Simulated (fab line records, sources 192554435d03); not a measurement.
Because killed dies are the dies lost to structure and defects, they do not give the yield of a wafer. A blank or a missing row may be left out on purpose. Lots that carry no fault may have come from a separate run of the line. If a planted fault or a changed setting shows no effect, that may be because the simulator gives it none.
Chamber matching ; flow n5_finfet ; rie_diel-01 running N5_BEOL_M5_STRIP_64: 4 sister chambers
The step strips in CF4. 20 wafers are shown with their chamber, then 10 later ones without.

WAFERS, EACH WITH ITS CHAMBER
wafer;chamber;showerhead_plenum_p_Torr (Torr);drypump_motor_current_A (A);throttle_valve_pct (%)
L077.2;3;1.73;5.8;13.62
L077.5;3;1.73;5.8;13.62
L077.6;0;1.85;5.3;14.12
L078.1;1;1.82;6.0;13.19
L078.3;3;1.73;5.8;13.63
L078.6;1;1.82;6.0;13.18
L080.1;1;1.82;6.0;13.21
L080.2;2;1.78;6.3;13.72
L080.4;2;1.78;6.2;13.70
L082.1;0;1.84;5.2;13.54
L082.2;3;1.72;5.8;13.65
L082.3;2;1.78;6.3;13.73
L083.3;0;1.84;5.3;13.54
L083.4;3;1.72;5.8;13.65
L083.5;1;1.82;6.0;13.21
L084.3;1;1.82;6.0;13.23
L084.4;3;1.72;5.8;13.66
L084.6;3;1.72;5.8;13.68
L086.2;0;1.84;5.3;13.54
L086.3;3;1.72;5.8;13.66

SIGNATURES, as means of the wafers listed above
reading;chamber 0;chamber 1;chamber 2;chamber 3;scatter within a chamber
showerhead_plenum_p_Torr;1.8425;1.8200;1.7800;1.7237;0.00405
drypump_motor_current_A;5.275;6.000;6.267;5.800;0.0298
throttle_valve_pct;13.6850;13.2040;13.7167;13.6463;0.127
Rule: for each reading, subtract the chamber's mean from the wafer's reading, divide by that reading's scatter and square the result; add these up over the readings and take the root, which gives the wafer's distance from the chamber. If the next closest chamber is less than 2 further off than the closest, the wafer can't be placed; otherwise it belongs to the closest. The scatter: the root of (the sum of the squares of (reading less its chamber's mean) over the shown wafers, divided by (wafers less chambers)).

WAFERS WHOSE CHAMBER IS MISSING
wafer;showerhead_plenum_p_Torr (Torr);drypump_motor_current_A (A);throttle_valve_pct (%)
L086.5;1.82;6.0;13.22
L089.1;1.78;6.2;13.79
L089.5;1.82;6.0;13.23
L089.6;1.84;5.3;13.57
L093.2;1.72;5.8;13.71
L093.4;1.78;6.2;13.77
L093.5;1.78;6.2;13.80
L097.1;1.81;6.0;13.27
L097.3;1.72;5.8;13.73
L097.5;1.77;6.2;13.81

CHAMBER TAKEN BY EACH
wafer;from the rows above;in truth
L086.5;1;1
L089.1;2;2
L089.5;1;1
L089.6;0;0
L093.2;3;3
L093.4;2;2
L093.5;2;2
L097.1;1;1
L097.3;3;3
L097.5;2;2
Correct placement for 10 of the 10. Left unplaced by these rows: 0. 0 placed wrongly.
